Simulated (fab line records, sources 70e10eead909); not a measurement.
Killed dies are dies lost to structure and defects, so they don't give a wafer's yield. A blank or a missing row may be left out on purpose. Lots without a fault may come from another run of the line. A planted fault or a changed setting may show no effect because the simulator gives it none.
fab line records | flow nand_harc
record lots=6 wafers=18 last_day=29
route steps=1302 shown P_STI@86 P_GATE@110 END@1302
lots that met no fault: from a run of the same line without faults
start_h: hours from the record's first day to the start of the lot's first wafer shown | wait_h: hours since the lot's step before | " the same as in the row above | L1.1+2: a row that stands for several wafers | - no value, or no start given | * or withheld: withheld | < > ~ a bound
route shown NAME@n: a module of which the file shows steps, and the number in the route of the first | usual: mean/standard deviation of fault-free wafers | same: alike in all rows | chamber/n: place in a boat | sites: the reading at each site | _std_site: their standard deviation | _edge_site: outer sites' mean less inner sites' | radius_mm: how far each site lies from the wafer's centre | mask NAME#n: copy n | behind: the tool/chamber that last shaped the wafer | hold: why the lot was held/for how many hours/how that ended | device: the transistor (n, p or np) that didn't switch | end of line: the same wafers' tests at the end of the route | a step without rows: its recipe alone | killed: dies lost to structure and defects at the first sort, not the wafer's yield | map: a wafer's dies, x killed, . not, _ none there
set.NAME: the setting as run; set.NAME@STEP: as run at that earlier step | model.NAME: the simulator's own value behind a step, which no gauge read
lots at some steps of the route; a table a step, a row a wafer
services: from which hour (start_h, from the record's first day; less than 0 if before it) a tool's chamber was out of use, for how many hours, and why
## steps
# step NHARC_P_STI_HARDBAKE_13
# recipe temp_c=118 time_s=65
# step NHARC_P_STI_DESCUM_14
# recipe time_s=3 o2_flow_sccm=200 ar_flow_sccm=0 bias_power_w=0 chemistry=O2
# usual drypump_motor_current_A=5.58/0.28 oes_product_au=1.003/0.011 rf_vpp_V=57.6/0.93 showerhead_plenum_p_Torr=1.90/0.072 throttle_valve_pct=11.312/0.009
# columns lot.wafer tool chamber start_h wait_h drypump_motor_current_A oes_product_au rf_hours_counter_h rf_vpp_V showerhead_plenum_p_Torr throttle_valve_pct
L651.4 rie_diel-10 1 54.47 - 5.10 0.998 12 58.2 1.84 11.303
L651.3 " 3 " " 5.73 1.014 13 58.3 1.86 11.299
L651.6 " 0 " " 5.27 1.002 - 57.9 1.97 11.296
L653.3 rie_diel-11 3 74.41 - 6.04 0.987 8 58.2 1.81 11.334
L653.2 " 0 " " 5.65 1.008 8 58.8 1.88 11.321
L653.6 " 0 " " 5.57 1.010 - 56.9 1.88 11.304
L656.1 rie_diel-09 0 103.14 - 5.42 1.000 6 59.7 1.96 11.316
L656.2 " 2 " " 6.05 0.988 7 56.8 1.92 11.322
L656.5 " 1 " " 5.57 1.003 - 57.5 1.79 11.324
L660.4 rie_diel-10 3 146.12 - 5.75 0.994 7 58.0 1.86 11.320
L660.3 " 0 " " 5.26 0.988 7 56.9 1.97 11.327
L660.6 " 3 " " 5.76 0.994 - 56.4 1.86 11.305
L663.2 rie_diel-09 2 175.25 - 6.01 0.993 2 57.4 1.92 11.315
L663.1 " 3 " " 5.88 1.011 1 57.4 1.98 11.308
L663.5 " 0 " " 5.39 1.002 - 59.5 1.96 11.299
L664.1 rie_diel-11 0 182.97 - 5.63 1.013 3 57.7 1.88 11.326
L664.3 " 1 " " 5.58 1.005 4 58.5 2.03 11.312
L664.2 " 2 " " 5.27 1.001 4 56.7 1.87 11.309
# step NHARC_P_STI_ETCH_42
# recipe target_depth_a=800 overetch_a=240 time_s=61 ion_energy_ev=200 n2_flow_sccm=150 h2_flow_sccm=150 ar_flow_sccm=0 rf_w=400 bias_w=150 chemistry=N2/H2
# usual drypump_motor_current_A=5.59/0.29 oes_product_au=1.002/0.011 rf_fwd_power_W=396.3/1.5 rf_vpp_V=430.0/2.4 showerhead_plenum_p_Torr=2.02/0.078 throttle_valve_pct=14.170/0.0084
# columns lot.wafer tool chamber start_h wait_h drypump_motor_current_A oes_product_au rf_fwd_power_W rf_hours_counter_h rf_vpp_V showerhead_plenum_p_Torr throttle_valve_pct
L651.4 rie_diel-10 0 54.55 0.1 5.28 0.989 396.2 13 432.5 2.10 14.148
L651.3 " 1 " " 5.06 0.995 396.4 12 429.3 1.96 14.171
L651.6 " 0 " " 5.29 0.993 397.1 - 432.2 2.10 14.180
L653.2 rie_diel-11 1 74.50 0.1 5.54 0.998 397.5 8 432.9 2.16 14.171
L653.3 " 0 " " 5.57 1.009 394.7 8 429.2 2.00 14.162
L653.6 " 2 " " 5.29 1.009 394.4 - 430.8 1.99 14.164
L656.2 rie_diel-09 2 103.23 0.1 6.02 0.985 392.1 7 430.8 2.05 14.173
L656.1 " 0 " " 5.43 1.000 394.9 6 431.0 2.09 14.178
L656.5 " 1 " " 5.55 1.015 397.6 - 425.1 1.90 14.153
L660.4 rie_diel-10 1 146.20 0.1 5.09 1.017 395.4 7 427.6 1.95 14.163
L660.3 " 3 " " 5.75 0.984 393.0 7 427.9 1.98 14.176
L660.6 " 1 " " 5.09 1.021 396.4 - 428.8 1.96 14.175
L663.1 rie_diel-09 2 175.32 0.1 6.05 0.988 395.6 2 430.6 2.05 14.173
L663.2 " 1 " " 5.59 1.014 399.0 2 424.9 1.90 14.172
L663.5 " 3 " " 5.86 1.001 395.7 - 433.8 2.12 14.179
L664.2 rie_diel-11 1 183.05 0.1 5.57 1.009 396.9 4 434.2 2.16 14.179
L664.3 " 2 " " 5.29 1.001 396.3 4 428.3 1.99 14.171
L664.1 " 0 " " 5.60 1.005 394.3 3 430.2 2.00 14.172
# step NHARC_P_STI_ETCH_31
# recipe target_depth_a=1089 time_s=54.5 cf4_flow_sccm=100 chf3_flow_sccm=30 ar_flow_sccm=0 rf_w=500 bias_w=200 chemistry=CF4/CHF3
# step NHARC_P_STI_ETCH_15
# recipe target_depth_a=3000 taper_deg=4 time_s=100.1 hbr_flow_sccm=150 cl2_flow_sccm=50 rf_w=400 icp_w=400 bias_w=100 chemistry=HBr/Cl2
# usual drypump_motor_current_A=6.0/0.49 oes_product_au=1.000/0.0091 rf_fwd_power_W=397.5/1.3 throttle_valve_pct=26.406/0.0097
# columns lot.wafer tool chamber start_h wait_h drypump_motor_current_A oes_product_au rf_fwd_power_W rf_hours_counter_h throttle_valve_pct
L651.4 rie_si-05 1 54.76 - 6.0 0.998 397.1 0.6 26.389
L651.3 " 2 " " 5.4 1.004 396.7 0.6 26.399
L651.6 " 1 " " 6.0 0.992 395.8 - 26.399
L653.3 rie_si-05 3 74.70 - 6.6 0.987 397.4 0.7 26.396
L653.2 " 1 " " 6.0 0.985 396.3 0.7 26.392
L653.6 " 2 " " 5.4 1.005 396.8 - 26.410
L656.2 rie_si-05 2 103.43 - 5.4 1.007 396.6 0.9 26.406
L656.1 " 3 " " 6.6 0.994 396.9 0.9 26.401
L656.5 " 2 " " 5.4 1.008 395.3 - 26.400
L660.3 rie_si-01 2 146.38 - 5.5 0.990 396.6 0.6 26.410
L660.4 " 3 " " 6.2 0.994 397.0 0.6 26.414
L660.6 " 2 " " 5.5 0.984 396.5 - 26.411
L663.1 rie_si-01 0 175.51 - 6.1 1.012 400.0 1.1 26.404
L663.2 " 2 " " 5.5 0.992 397.4 0.8 26.426
L663.5 " 1 " " 6.5 0.989 397.7 - 26.396
L664.3 rie_si-05 3 183.26 - 6.6 0.993 396.1 0.2 26.416
L664.2 " 0 " " 5.9 1.020 397.9 0.2 26.402
L664.1 " 1 " " 6.0 0.982 397.8 0.3 26.397
# step NHARC_P_STI_CD_MEAS_16
# usual cd_nm=199.8/2.2
# columns lot.wafer tool chamber start_h wait_h cd_nm
L651.3 cd_sem-01 - 54.91 - 200.4
L651.4 " - " " 200.1
L651.6 " - " " 199.9
L653.2 cd_sem-03 - 74.85 - 203.9
L653.3 " - " " 199.1
L653.6 " - " " 199.8
L656.1 cd_sem-02 - 103.57 - 200.3
L656.2 " - " " 196.0
L656.5 " - " " 196.7
L660.3 cd_sem-02 - 146.55 - 204.3
L660.4 " - " " 203.9
L660.6 " - " " 203.1
L663.1 cd_sem-02 - 175.67 - 199.5
L663.2 " - " " 199.4
L663.5 " - " " 200.0
L664.1 cd_sem-01 - 183.41 - 203.2
L664.2 " - " " 200.1
L664.3 " - " " 196.1
# step NHARC_P_STI_OCD_MEAS_17
# usual trench_depth_nm=301/3.7 trench_foot_cd_nm=158.3/2.1
# columns lot.wafer tool chamber start_h wait_h trench_depth_nm trench_foot_cd_nm
L651.3 ocd-01 - 54.99 0.1 305 157.4
L651.4 " - " " 300 158.4
L651.6 " - " " 300 158.6
L653.2 ocd-01 - 74.94 0.1 294 161.9
L653.3 " - " " 296 155.8
L653.6 " - " " 303 156.4
L656.1 ocd-01 - 103.66 0.1 300 159.2
L656.2 " - " " 304 155.3
L656.5 " - " " 304 154.6
L660.3 ocd-01 - 146.64 0.1 296 163.4
L660.4 " - " " 298 161.3
L660.6 " - " " 297 161.4
L663.1 ocd-01 - 175.76 0.1 307 157.9
L663.2 " - " " 295 158.8
L663.5 " - " " 299 158.8
L664.1 ocd-01 - 183.49 0.1 295 160.7
L664.2 " - " " 307 157.5
L664.3 " - " " 299 155.4
# step NHARC_P_STI_STRIP_19
# recipe time_s=900 temp_c=130 chemistry=SPM
# step NHARC_P_STI_PRECLEAN_32
# recipe time_s=* temp_c=50 bath_age_min=0 chemistry=SC1
# step NHARC_P_STI_SRD_23
# step NHARC_P_STI_OCD_MEAS_43
# usual trench_depth_nm=301/3.8 trench_foot_cd_nm=158.2/2.2
# columns lot.wafer tool chamber start_h wait_h trench_depth_nm trench_foot_cd_nm
L651.3 ocd-01 - 55.50 - 305 157.0
L651.4 " - " " 300 158.6
L651.6 " - " " 299 158.4
L653.2 ocd-01 - 75.44 - 295 161.6
L653.3 " - " " 296 155.8
L653.6 " - " " 303 156.8
L656.1 ocd-01 - 104.18 - 300 158.8
L656.2 " - " " 304 155.4
L656.5 " - " " 304 154.7
L660.3 ocd-01 - 147.14 - 296 163.7
L660.4 " - " " 297 161.0
L660.6 " - " " 297 161.5
L663.1 ocd-01 - 176.26 - 308 157.8
L663.2 " - " " 295 158.8
L663.5 " - " " 299 159.3
L664.1 ocd-01 - 184.00 - 295 160.4
L664.2 " - " " 307 157.6
L664.3 " - " " 298 155.4
# step NHARC_P_STI_OXIDE_33
# recipe target_thk_a=100 temp_c=1000 ox_time_s=281 material=SiO2
# step NHARC_P_STI_HDPCVD_20
# recipe target_thk_a=withheld sigma_open_frac=withheld material=SiO2
# columns lot.wafer tool chamber start_h wait_h
L651.3+4+6 hdpcvd-01 1,0,0 65.59 0.5
L653.2+3+6 hdpcvd-01 0,1,0 85.60 0.4
L656.1+2+5 hdpcvd-01 1,0,1 112.85 0.4
L660.3+4+6 hdpcvd-01 1,0,1 155.76 0.5
L663.1+2+5 hdpcvd-01 0,1,1 184.65 0.4
L664.2+1+3 hdpcvd-01 0,1,1 198.50 6.9
# step NHARC_P_STI_ANNEAL_34
# recipe temp_c=1000 time_s=1800
# step NHARC_P_STI_CMP_21
# recipe t_overpolish_s=20 target_thk_nm=380.67
# usual motor_current_A=12.0/1.1 overpolish_run_s=19.999/0.0089
# columns lot.wafer tool chamber start_h wait_h motor_current_A overpolish_run_s
L651.3 cmp-03 1 75.92 0.4 11.8 19.990
L651.4 " 2 " " 11.2 20.021
L651.6 " 1 " " 11.4 20.000
L653.3 cmp-04 1 94.10 0.4 10.2 19.997
L653.2 " 2 " " 11.1 20.008
L653.6 " 1 " " 9.9 19.997
L656.1 cmp-02 0 122.94 0.4 12.0 20.000
L656.2 " 1 " " 12.5 20.011
L656.5 " 1 " " 12.1 19.988
L660.3 cmp-03 0 164.18 0.4 12.6 19.978
L660.4 " 3 " " 12.0 20.007
L660.6 " 0 " " 12.8 20.013
L663.1 cmp-03 1 195.45 0.4 11.6 19.992
L663.2 " 2 " " 11.4 20.012
L663.5 " 2 " " 11.7 19.995
L664.2 cmp-02 1 209.40 0.4 11.8 20.001
L664.3 " 3 " " 14.4 20.017
L664.1 " 0 " " 12.4 20.004
# step NHARC_P_STI_SRD_35
# step NHARC_P_STI_ETCH_36
# recipe target_depth_a=388 chemistry=dHF material=SiO2
# step NHARC_P_STI_STRIP_24
# recipe temp_c=160 chemistry=H3PO4 material=Si3N4
# step NHARC_P_STI_ETCH_37
# recipe target_depth_a=110 chemistry=dHF material=SiO2
# step NHARC_P_STI_PRECLEAN_38
# recipe time_s=* temp_c=50 bath_age_min=0 chemistry=SC1
# step NHARC_P_STI_SRD_39
# step NHARC_P_STI_OXIDE_40
# recipe target_thk_a=100 temp_c=900 ox_time_s=1362 material=SiO2
# step NHARC_P_GATE_ETCH_69
# recipe target_depth_a=140 chemistry=dHF material=SiO2
# step NHARC_P_GATE_PRECLEAN_70
# recipe time_s=* temp_c=50 bath_age_min=0 chemistry=SC1
# step NHARC_P_GATE_SRD_01
# step NHARC_P_GATE_OXIDE_02
# recipe target_thk_a=375 temp_c=950 p_h2o_torr=720 ox_time_s=365 material=SiO2
# step NHARC_P_GATE_DEHYDRATE_03
# recipe temp_c=150 time_s=120
# step NHARC_P_GATE_HMDS_04
# recipe time_s=30
# step NHARC_P_GATE_COAT_05
# recipe spin_rpm=4690
# step NHARC_P_GATE_SOFTBAKE_06
# recipe temp_c=122 time_s=95
# step NHARC_P_GATE_EBR_07
# step NHARC_P_GATE_EXPOSE_08
# recipe na=0.6 dose_mj=16.75 mask_id=P_HV
# step NHARC_P_GATE_PEB_09
# recipe peb_temp_c=118 peb_time_s=85
# step NHARC_P_GATE_DEVELOP_10
# recipe time_s=70
# step NHARC_P_GATE_CD_MEAS_11
# recipe target_cd_nm=1640 landing_energy_ev=500
# usual cd_nm=1640.3/2.2
# columns lot.wafer tool chamber start_h wait_h cd_nm
L651.3 cd_sem-03 0 94.12 - 1639.2
L651.4 " 0 " " 1640.7
L651.6 " 0 " " 1640.1
L653.2 cd_sem-03 0 110.94 - 1639.9
L653.3 " 0 " " 1641.3
L653.6 " 0 " " 1639.4
L656.1 cd_sem-03 0 140.01 - 1639.0
L656.2 " 0 " " 1639.7
L656.5 " 0 " " 1641.1
L660.3 cd_sem-02 0 180.48 - 1640.6
L660.4 " 0 " " 1641.5
L660.6 " 0 " " 1638.7
L663.1 cd_sem-01 0 211.76 - 1640.7
L663.2 " 0 " " 1642.0
L663.5 " 0 " " 1642.0
L664.1 cd_sem-02 0 230.98 - 1638.9
L664.2 " 0 " " 1641.0
L664.3 " 0 " " 1637.2
# step NHARC_P_GATE_HARDBAKE_12
# recipe temp_c=125 time_s=80
# step NHARC_P_GATE_DESCUM_13
# recipe time_s=3 o2_flow_sccm=200 ar_flow_sccm=0 bias_power_w=0 chemistry=O2
# usual drypump_motor_current_A=5.6/0.42 oes_product_au=0.998/0.0083 rf_vpp_V=57.7/0.94 showerhead_plenum_p_Torr=1.93/0.073 throttle_valve_pct=11.312/0.01
# columns lot.wafer tool chamber start_h wait_h drypump_motor_current_A oes_product_au rf_hours_counter_h rf_vpp_V showerhead_plenum_p_Torr throttle_valve_pct
L651.4 rie_diel-03 0 94.29 - 5.2 0.990 7.3 57.3 2.02 11.323
L651.3 " 2 " " 6.4 0.992 6.7 56.3 1.94 11.316
L651.6 " 3 " " 5.3 0.995 - 57.3 1.95 11.328
L653.3 rie_diel-05 2 111.10 - 5.6 0.999 2.1 56.9 1.85 11.305
L653.2 " 0 " " 5.3 1.004 3.5 57.7 2.04 11.300
L653.6 " 2 " " 5.6 1.013 - 56.6 1.85 11.332
L656.2 rie_diel-05 2 140.18 - 5.6 1.002 3.2 59.1 1.85 11.301
L656.1 " 0 " " 5.2 1.001 4.5 57.1 2.04 11.302
L656.5 " 1 " " 5.4 0.992 - 56.3 1.99 11.317
L660.3 rie_diel-03 2 180.64 - 6.3 0.997 4.2 58.2 1.94 11.319
L660.4 " 0 " " 5.2 1.006 4.2 59.9 2.02 11.327
L660.6 " 3 " " 5.3 1.011 - 56.8 1.94 11.318
L663.2 rie_diel-03 2 211.94 - 6.3 0.992 7.4 57.5 1.94 11.309
L663.1 " 0 " " 5.2 0.999 5.0 57.7 2.02 11.310
L663.5 " 2 " " 6.3 0.997 - 57.2 1.94 11.313
L664.3 rie_diel-03 0 231.14 - 5.2 0.985 5.3 58.7 2.02 11.321
L664.2 " 2 " " 6.3 0.993 7.9 57.2 1.94 11.296
L664.1 " 3 " " 5.3 0.999 7.7 59.3 1.94 11.314
# step NHARC_P_GATE_ETCH_14
# recipe target_depth_a=488 chemistry=dHF material=SiO2
# step NHARC_P_GATE_STRIP_15
# recipe time_s=780 temp_c=130 chemistry=SPM
# step NHARC_P_GATE_PRECLEAN_71
# recipe time_s=* temp_c=50 bath_age_min=0 chemistry=SC1
# step NHARC_END_SORT_01
# recipe temp_c=25
# usual killed_at_array=57/20 killed_at_other=1.0/1.5 killed_at_periphery=3.5/2.5 killed_dies=62/21 killed_open=3.5/1.9 killed_short=2.4/1.6
# same gross_dies=677
# columns lot.wafer tool chamber start_h wait_h killed_at_array killed_at_other killed_at_periphery killed_dies killed_open killed_short
L663.1 prober-01 0 692.51 2.5 57 1 38 96 4 6
L663.2 prober-01 0 693.32 2.8 48 3 107 158 0 2
L663.5 prober-01 0 695.74 3.7 50 1 98 149 1 0
L664.1 prober-02 0 703.80 2.5 61 1 100 162 5 1
L664.2 prober-02 0 704.61 2.8 74 2 35 111 6 2
L664.3 prober-02 0 705.41 3.1 61 1 95 157 1 4
# killed by level:class
L663.1 P_STI:unspecified=35 A_SLIT:chamber_film_flake=26 A_CHANNEL_HOLE_D2:chamber_film_flake=13 A_CHANNEL_HOLE_D1:chamber_film_flake=4 A_CONTACT:chamber_film_flake=4 P_GATE:geometric_particle:short=1 P_CONTACT:geometric_particle:open=1 A_ONON_D1:geometric_particle:open=1
L663.2 P_STI:unspecified=101 A_SLIT:chamber_film_flake=18 A_CHANNEL_HOLE_D2:chamber_film_flake=11 A_CHANNEL_HOLE_D1:chamber_film_flake=9 P_GATE:chamber_film_flake=5 A_CONTACT:chamber_film_flake=5 THIN_TSV:chamber_film_flake=3 A_STAIRCASE:chamber_film_flake=2
L663.5 P_STI:unspecified=96 A_SLIT:chamber_film_flake=21 A_CHANNEL_HOLE_D2:chamber_film_flake=14 A_CHANNEL_HOLE_D1:chamber_film_flake=5 A_STAIRCASE:chamber_film_flake=4 A_CONTACT:chamber_film_flake=4 P_GATE:chamber_film_flake=2 STARTING-WAFER:geometric_particle:open=1
L664.1 P_STI:unspecified=95 A_SLIT:chamber_film_flake=26 A_CHANNEL_HOLE_D2:chamber_film_flake=19 A_CHANNEL_HOLE_D1:chamber_film_flake=6 A_CONTACT:chamber_film_flake=4 P_GATE:chamber_film_flake=2 P_CONTACT:geometric_particle:open=1 P_M0:geometric_particle:open=1
L664.2 A_SLIT:chamber_film_flake=37 P_STI:unspecified=32 A_CHANNEL_HOLE_D2:chamber_film_flake=12 A_CHANNEL_HOLE_D1:chamber_film_flake=8 A_CONTACT:chamber_film_flake=5 THIN_TSV:chamber_film_flake=2 A_BONDPAD:chamber_film_flake=2 P_M0:geometric_particle:open=1
L664.3 P_STI:unspecified=92 A_SLIT:chamber_film_flake=22 A_CHANNEL_HOLE_D2:chamber_film_flake=14 A_CHANNEL_HOLE_D1:chamber_film_flake=7 A_CONTACT:chamber_film_flake=6 A_STAIRCASE:chamber_film_flake=4 A_BONDPAD:chamber_film_flake=3 A_CHANNEL_FILL_D2:chamber_film_flake=2
# map L663.2 (x killed, . not)
____________.____________
_________......._________
_______..........._______
______.............______
_____..............._____
____.x...............____
____........x........____
___...................___
___.....x..x..........___
__x.........x..........__
__......xxxx...........__
_.......xxxxxxxx........_
_.xx...xxxxxxxx....x...._
_....x.xxxxxxxx.x......._
_......xxxxxxxx....x...._
_.....xxxxxxxxx.x...x..._
..x...xxxxxxxxx..........
......xxxxxxxxxx.........
x.....xxxxxxxxx..........
.......xxxxxxxx..........
...x..xxxxxxxxx..........
_.x.xx..xxxxxx.........._
_xxxxx.....xxx.........._
_.xxxx....xx.x.........._
_.xxxx...x.x............_
_xxxxx......xxx........._
__xxxx.....x..x........__
__xx........x...x......__
___.......x...........___
___x..................___
____.................____
____.................____
_____..............._____
______.............______
_______.........x._______
_________......._________
____________.____________
# map L664.1 (x killed, . not)
____________.____________
_________......._________
_______..........._______
______x............______
_____..............._____
____.x.......x.......____
____..x.....x........____
___...................___
___...................___
__......xxx.x..........__
__.......xxxx..........__
_.......xxxxx..........._
_.x....xxxxxxxx........._
_.....xxxxxxxx.........._
_.....x.xxxxxxxx........_
_......xxxxxxxx........._
......xxxxxxxxx..........
.....x.xxxxxxxx..........
......xxxxxxxxx..........
.......xxxxxxx.x..x......
.......xxxxxxx...........
_.x..xxxxxxxxx.x........_
_.x.xx...xx.xxx.x......._
_.xxx..x..xxxxxx........_
_xxxx...xx.xxx.........._
_xxxxx..x..xx.......x..._
__xxx....xxxx.x........__
__.xx........x.x...x...__
___xx.................___
___x.......x..........___
____.................____
____.................____
_____..............._____
______.x..x........______
_______..........._______
_________......._________
____________.____________
## services
# columns tool chamber start_h hours kind
cmp-02 - 37.95 4.0 pm
rie_diel-03 3 45.70 4.2 repair
rie_diel-05 - 52.71 9.0 pm
rie_si-05 1 61.80 7.6 repair
rie_diel-10 - 65.50 9.0 pm
cmp-03 - 78.95 4.0 pm
rie_diel-11 - 80.47 9.0 pm
rie_diel-09 - 84.08 0.4 repair
rie_diel-09 0 89.14 13.9 repair
rie_diel-03 - 104.30 9.0 pm
rie_si-05 - 106.86 0.2 repair
rie_diel-11 - 111.17 0.2 repair
rie_diel-10 0 111.72 4.1 repair
rie_diel-10 2 118.51 4.3 repair
rie_si-05 - 128.00 9.0 pm
rie_diel-09 3 134.55 3.3 repair
rie_si-05 2 140.00 2.0 repair
rie_diel-09 - 143.10 9.0 pm
cmp-03 - 176.95 4.0 pm
hdpcvd-01 - 185.50 13.0 pm
rie_diel-03 0 188.63 15.4 repair
rie_diel-03 1 221.70 13.1 repair
rie_si-05 1 227.42 7.9 repair
cmp-03 - 229.58 4.1 repair
## key
first_sign step=NHARC_END_SORT_01 reading=killed_at_periphery direction=up sigmas=30 usual=3.5 struck=78.8
effect step=NHARC_END_SORT_01 reading=killed_dies direction=up sigmas=3.7 usual=62 struck=139 wafers_moved=4
more_kills_born_at NHARC_P_STI_HDPCVD_20@hdpcvd-01=451
met_at NHARC_P_STI_HDPCVD_20
struck_wafers L663.1,L663.2,L663.5,L664.1,L664.2,L664.3
tester_left_out L663,L664
onset_between 155.76 184.65
also_fits time
fault kind=chamber_particle_source tool=hdpcvd-01 chamber=- onset_h=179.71 steps=NHARC_P_STI_HDPCVD_20 rate_per_visit_cm2=1.379 end_h=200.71
# tester_left_out: of these lots the tester's yield and bins aren't shown, on N5 and GAA mostly nor the transistor test; their killed dies are dies lost to structure and defects alone, not to doping, threshold or leakage, so they don't give the yield
